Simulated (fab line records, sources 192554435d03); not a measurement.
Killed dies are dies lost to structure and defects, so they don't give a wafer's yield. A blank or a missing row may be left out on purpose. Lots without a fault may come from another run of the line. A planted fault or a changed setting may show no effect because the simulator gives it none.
Which tool did it? | flow n5_finfet | 8 lots, 23 wafers sampled, at 7 steps of a route of 1938

WHAT THE GAUGES READ, wafer by wafer
N5_BEOL_M0_SAQP_THK_MEAS_05. Usual: thk_nm 59.9 nm, standard deviation 0.85.
lot  | measured     | on            | thk_nm (nm)    | flag
L454 | day 5 13:14  | film_metro-02 | 58.9 59.4 60.6 |
L458 | day 6 08:02  | film_metro-01 | 59.3 59.5 60.1 |
L460 | day 6 21:17  | film_metro-02 | 58.8 60.8      |
L469 | day 9 07:24  | film_metro-02 | 59.0 60.9 44.7 | OFF
L470 | day 9 10:36  | film_metro-02 | 44.0 60.6 45.5 | OFF
L474 | day 10 09:02 | film_metro-01 | 58.8 60.3 59.9 |
L475 | day 10 18:15 | film_metro-01 | 59.9 60.0 60.0 |
L477 | day 11 04:55 | film_metro-02 | 59.7 61.3 61.4 |

N5_BEOL_M4_RC_MEAS_101. Usual: DIBL_N 37.5 mV/V, standard deviation 1.9; DIBL_P 37.3 mV/V, standard deviation 2.4; IOFF_N 0.18 nA/um, standard deviation 0.038; IOFF_P 0.23 nA/um, standard deviation 0.045; ION_N 677 uA/um, standard deviation 11; ION_P 464 uA/um, standard deviation 8.1; SS_N 72.0 mV/dec, standard deviation 0.68; SS_P 73.5 mV/dec, standard deviation 0.77; VT_N 249 mV, standard deviation 3.3; VT_P -249 mV, standard deviation 3.6.
lot  | measured     | on        | DIBL_N (mV/V)  | DIBL_P (mV/V)  | IOFF_N (nA/um) | IOFF_P (nA/um) | ION_N (uA/um) | ION_P (uA/um) | SS_N (mV/dec)  | SS_P (mV/dec)  | VT_N (mV)   | VT_P (mV)      | flag
L454 | day 8 00:23  | prober-02 | 38.1 40.4 37.6 | 37.5 40.1 36.8 | 0.18 0.23 0.17 | 0.20 0.24 0.19 | 672 687 665   | 449 465 451   | 72.3 73.4 71.6 | 73.7 73.7 73.8 | 250 248 252 | -251 -249 -254 |
L458 | day 8 20:15  | prober-02 | 35.6 39.6 39.7 | 35.8 39.9 39.8 | 0.12 0.19 0.20 | 0.18 0.25 0.24 | 663 674 679   | 458 467 464   | 71.6 72.5 72.7 | 72.7 74.1 74.1 | 257 251 249 | -254 -246 -252 |
L460 | day 9 01:01  | prober-01 | 39.0 34.3      | 39.5 33.8      | 0.21 0.13      | 0.20 0.14      | 683 658       | 456 449       | 72.3 70.8      | 73.6 71.8      | 246 251     | -256 -256      |
L469 | day 12 03:10 | prober-01 | 36.8 37.4 34.9 | 35.2 34.8 33.6 | 0.17 0.18 0.14 | 0.23 0.24 0.19 | 682 676 663   | 467 470 454   | 71.5 72.2 71.0 | 72.5 73.2 72.4 | 251 251 251 | -245 -246 -250 |
L470 | day 12 09:42 | prober-01 | 38.6 42.1 40.1 | 38.3 41.9 38.9 | 0.18 0.27 0.22 | 0.26 0.32 0.26 | 678 703 697   | 468 473 474   | 72.4 73.1 73.2 | 74.2 75.1 74.1 | 246 244 247 | -246 -243 -249 |
L474 | day 13 05:11 | prober-02 | 38.6 39.7 40.7 | 39.3 40.5 41.6 | 0.18 0.23 0.23 | 0.24 0.26 0.27 | 681 683 692   | 464 463 470   | 71.8 72.4 72.7 | 74.7 74.5 74.2 | 247 244 245 | -250 -249 -249 |
L475 | day 13 10:32 | prober-01 | 35.9 34.5 38.4 | 35.1 32.9 39.1 | 0.15 0.13 0.22 | 0.20 0.17 0.30 | 672 650 701   | 460 450 482   | 72.0 71.4 72.4 | 74.0 72.2 73.5 | 250 253 244 | -250 -253 -243 |
L477 | day 13 19:59 | prober-02 | 41.6 37.2 38.0 | 42.9 36.3 37.6 | 0.28 0.17 0.17 | 0.37 0.24 0.23 | 705 670 670   | 480 462 462   | 72.5 71.4 72.1 | 75.0 73.9 73.2 | 243 249 251 | -242 -245 -251 |

WHICH TOOL RAN EACH LOT (tool, then ch and the chambers of the sampled wafers, then the start)
lot  | N5_MOL_CONTACT_COAG_ETCHBACK_136   | N5_MOL_CONTACT_COAG_ETCH_48        | N5_BEOL_M0_SAQP_PECVD_03        | N5_BEOL_M0_SAQP_PECVD_04        | N5_BEOL_M0_SAQP_MANDREL_ETCH_20
L454 | rie_diel-04 ch 0,2,3, day 5 06:52  | rie_diel-04 ch 0,2,3, day 5 06:58  | pecvd-03 ch 1,2, day 5 13:01    | pecvd-03 ch 1,2, day 5 13:08    | rie_si-03 ch 2,3, day 5 14:05
L458 | rie_diel-04 ch 0,2, day 6 02:57    | rie_diel-04 ch 0,2, day 6 03:03    | pecvd-01 ch 0,2, day 6 07:50    | pecvd-01 ch 0,2, day 6 07:57    | rie_si-03 ch 0,2, day 6 08:46
L460 | rie_diel-06 ch 2,3, day 6 14:20    | rie_diel-06 ch 2,3, day 6 14:26    | pecvd-04 ch 0,2, day 6 21:04    | pecvd-04 ch 0,2, day 6 21:11    | rie_si-01 ch 2, day 6 22:14
L469 | rie_diel-03 ch 0,3, day 8 23:41    | rie_diel-03 ch 0,3, day 8 23:47    | pecvd-04 ch 0,1,2, day 9 07:11  | pecvd-04 ch 0,1,2, day 9 07:18  | rie_si-02 ch 1,2,3, day 9 08:15
L470 | rie_diel-04 ch 0,1,3, day 9 05:34  | rie_diel-04 ch 0,1,3, day 9 05:40  | pecvd-04 ch 0,1,2, day 9 10:23  | pecvd-04 ch 0,1,2, day 9 10:30  | rie_si-01 ch 0,2,3, day 9 11:19
L474 | rie_diel-04 ch 0,2, day 10 03:58   | rie_diel-04 ch 0,2, day 10 04:04   | pecvd-01 ch 0,1, day 10 08:50   | pecvd-01 ch 0,1, day 10 08:56   | rie_si-01 ch 1,3, day 10 09:53
L475 | rie_diel-04 ch 0,1,2, day 10 13:03 | rie_diel-04 ch 0,1,2, day 10 13:09 | pecvd-01 ch 0,1,2, day 10 18:02 | pecvd-01 ch 0,1,2, day 10 18:09 | rie_si-02 ch 0,1,3, day 10 19:05
L477 | rie_diel-06 ch 0,3, day 10 22:41   | rie_diel-06 ch 0,3, day 10 22:47   | pecvd-03 ch 0,1, day 11 04:43   | pecvd-03 ch 0,1, day 11 04:49   | rie_si-03 ch 0,1,3, day 11 05:40
- N5_MOL_CONTACT_COAG_ETCHBACK_136: etches SiO2 in CHF3, target depth 25 nm, time 16.7 s.
- N5_MOL_CONTACT_COAG_ETCH_48: etches SiOC in C4F6/O2, target depth 15 nm, overetch 4.5 nm, time 17 s.
- N5_BEOL_M0_SAQP_PECVD_03: deposits SiCN from 3MS/NH3, target thk 12 nm, time 21.1 s.
- N5_BEOL_M0_SAQP_PECVD_04: deposits a-Si from SiH4/He, target thk 60 nm, time 60.2 s.
- N5_BEOL_M0_SAQP_MANDREL_ETCH_20: etches a-Si in HBr/Cl2, stops on SiNx, target depth 60 nm, bt time 10 s, time 30 s.

WHAT THE TOOLS THEMSELVES READ (means of the sampled wafers that have a number; where no wafer has one, the mark that the record gives instead)
N5_MOL_CONTACT_COAG_ETCHBACK_136. Usual: drypump_motor_current_A 6.0 A, standard deviation 0.39; oes_product_au 0.78 a.u., standard deviation 0.088; rf_vpp_V 522 V, standard deviation 19; showerhead_plenum_p_Torr 2.39 Torr, standard deviation 0.079; throttle_valve_pct 18.67 %, standard deviation 0.19.
lot  | tool        | drypump_motor_current_A (A) | oes_product_au (a.u.) | rf_vpp_V (V) | showerhead_plenum_p_Torr (Torr) | throttle_valve_pct (%) | flag
L454 | rie_diel-04 | 5.9                         | 0.77                  | 517          | 2.34                            | 18.44                  |
L458 | rie_diel-04 | 5.8                         | 0.77                  | 510          | 2.28                            | 18.43                  |
L460 | rie_diel-06 | 5.7                         | 0.73                  | 510          | 2.36                            | 18.81                  |
L469 | rie_diel-03 | 6.1                         | 0.78                  | 522          | 2.39                            | 18.98                  |
L470 | rie_diel-04 | 6.3                         | 0.71                  | 527          | 2.37                            | 18.55                  |
L474 | rie_diel-04 | 5.9                         | 0.74                  | 510          | 2.27                            | 18.48                  |
L475 | rie_diel-04 | 6.0                         | 0.74                  | 526          | 2.33                            | 18.58                  |
L477 | rie_diel-06 | 5.7                         | 0.76                  | 511          | 2.41                            | 18.83                  |

N5_MOL_CONTACT_COAG_ETCH_48. Usual: drypump_motor_current_A 6.0 A, standard deviation 0.39; oes_product_au 0.65 a.u., standard deviation 0.077; rf_vpp_V 1582 V, standard deviation 52; showerhead_plenum_p_Torr 2.85 Torr, standard deviation 0.091; throttle_valve_pct 40.7 %, standard deviation 0.5.
lot  | tool        | drypump_motor_current_A (A) | oes_product_au (a.u.) | rf_vpp_V (V) | showerhead_plenum_p_Torr (Torr) | throttle_valve_pct (%) | flag
L454 | rie_diel-04 | 5.9                         | 0.65                  | 1572         | 2.80                            | 40.4                   |
L458 | rie_diel-04 | 5.8                         | 0.65                  | 1552         | 2.73                            | 40.6                   |
L460 | rie_diel-06 | 5.7                         | 0.62                  | 1548         | 2.81                            | 40.9                   |
L469 | rie_diel-03 | 6.1                         | 0.65                  | 1582         | 2.85                            | 41.2                   |
L470 | rie_diel-04 | 6.3                         | 0.58                  | 1597         | 2.82                            | 40.2                   |
L474 | rie_diel-04 | 5.8                         | 0.66                  | 1551         | 2.72                            | 40.6                   |
L475 | rie_diel-04 | 6.0                         | 0.61                  | 1597         | 2.78                            | 40.5                   |
L477 | rie_diel-06 | 5.7                         | 0.62                  | 1552         | 2.88                            | 41.2                   |

N5_BEOL_M0_SAQP_PECVD_03. Usual: showerhead_plenum_p_Torr 3.658 Torr, standard deviation 0.012; showerhead_vpp_V 894 V, standard deviation 34; throttle_valve_pct 8.9 %, standard deviation 0.36.
lot  | tool     | showerhead_plenum_p_Torr (Torr) | showerhead_vpp_V (V) | throttle_valve_pct (%) | flag
L454 | pecvd-03 | 3.648                           | 872                  | 8.7                    |
L458 | pecvd-01 | 3.659                           | 887                  | 8.5                    |
L460 | pecvd-04 | 3.651                           | 920                  | 9.2                    |
L469 | pecvd-04 | 3.655                           | 883                  | 9.2                    |
L470 | pecvd-04 | 3.652                           | 888                  | 9.2                    |
L474 | pecvd-01 | 3.667                           | 921                  | 8.9                    |
L475 | pecvd-01 | 3.655                           | 900                  | 8.7                    |
L477 | pecvd-03 | 3.669                           | 901                  | 8.6                    |

N5_BEOL_M0_SAQP_PECVD_04. Usual: heater_power_outer_w 342 W, standard deviation 38; heater_power_w 597 W, standard deviation 63; showerhead_plenum_p_Torr 5.64 Torr, standard deviation 0.044; showerhead_vpp_V 628 V, standard deviation 24; throttle_valve_pct 17.9 %, standard deviation 0.69.
lot  | tool     | heater_power_outer_w (W) | heater_power_w (W) | showerhead_plenum_p_Torr (Torr) | showerhead_vpp_V (V) | throttle_valve_pct (%) | flag
L454 | pecvd-03 | 315                      | 546                | 5.61                            | 609                  | 17.4                   |
L458 | pecvd-01 | 340                      | 624                | 5.64                            | 624                  | 17.2                   |
L460 | pecvd-04 | 384                      | 640                | 5.63                            | 642                  | 18.4                   |
L469 | pecvd-04 | 352                      | 604                | 5.63                            | 620                  | 18.4                   |
L470 | pecvd-04 | 341                      | 578                | 5.62                            | 623                  | 18.5                   |
L474 | pecvd-01 | 365                      | 636                | 5.66                            | 649                  | 17.8                   |
L475 | pecvd-01 | 353                      | 635                | 5.64                            | 633                  | 17.6                   |
L477 | pecvd-03 | 318                      | 549                | 5.70                            | 628                  | 17.3                   |

N5_BEOL_M0_SAQP_MANDREL_ETCH_20. Usual: drypump_motor_current_A 6.0 A, standard deviation 0.53; he_backside_leak_sccm 2.63 sccm, standard deviation 0.26; oes_product_au 0.769 a.u., standard deviation 0.014; throttle_valve_pct 35.59 %, standard deviation 0.23.
lot  | tool      | drypump_motor_current_A (A) | he_backside_leak_sccm (sccm) | oes_product_au (a.u.) | throttle_valve_pct (%) | flag
L454 | rie_si-03 | 5.3                         | 2.74                         | 0.775                 | 35.46                  |
L458 | rie_si-03 | 6.0                         | 2.89                         | 0.775                 | 35.76                  |
L460 | rie_si-01 | 6.7                         | 2.67                         | 0.768                 | 35.58                  |
L469 | rie_si-02 | 5.5                         | 2.49                         | 0.737                 | 35.39                  |
L470 | rie_si-01 | 6.2                         | 2.61                         | 0.696                 | 35.79                  | OFF
L474 | rie_si-01 | 6.2                         | 2.71                         | 0.771                 | 35.64                  |
L475 | rie_si-02 | 5.8                         | 2.43                         | 0.771                 | 35.24                  |
L477 | rie_si-03 | 6.2                         | 2.76                         | 0.775                 | 35.63                  |

THE ANSWER, worked out from the rows above alone
Rule: a lot is off if the mean of its wafers that have a number lies more than 3 standard deviations from the usual mean. A lot without any number at a reading at which 4 lots or more have one is off too. The other lots that the step has rows for count as sound. The gauges are gone through in route order, then the tools' own readings, and for those a lot's mean is taken as printed above. The first step at which some lot is off is used, and at that step the reading that is off furthest; a lot without a number counts as furthest.
Off: L469, L470, at N5_BEOL_M0_SAQP_THK_MEAS_05 (thk_nm).
A tool fits if, at a process step before that reading, it ran every lot that is off, and no sound lot after the first of them. The gauges at N5_BEOL_M0_SAQP_THK_MEAS_05 are tried like those tools. One fits: pecvd-04 at N5_BEOL_M0_SAQP_PECVD_03 and N5_BEOL_M0_SAQP_PECVD_04. At N5_BEOL_M0_SAQP_PECVD_03 its last sound lot is L460 (day 6 21:04), its first lot that is off L469 (day 9 07:11): a fault that began between those two fits.

WHAT THE SIMULATOR HAD PUT IN
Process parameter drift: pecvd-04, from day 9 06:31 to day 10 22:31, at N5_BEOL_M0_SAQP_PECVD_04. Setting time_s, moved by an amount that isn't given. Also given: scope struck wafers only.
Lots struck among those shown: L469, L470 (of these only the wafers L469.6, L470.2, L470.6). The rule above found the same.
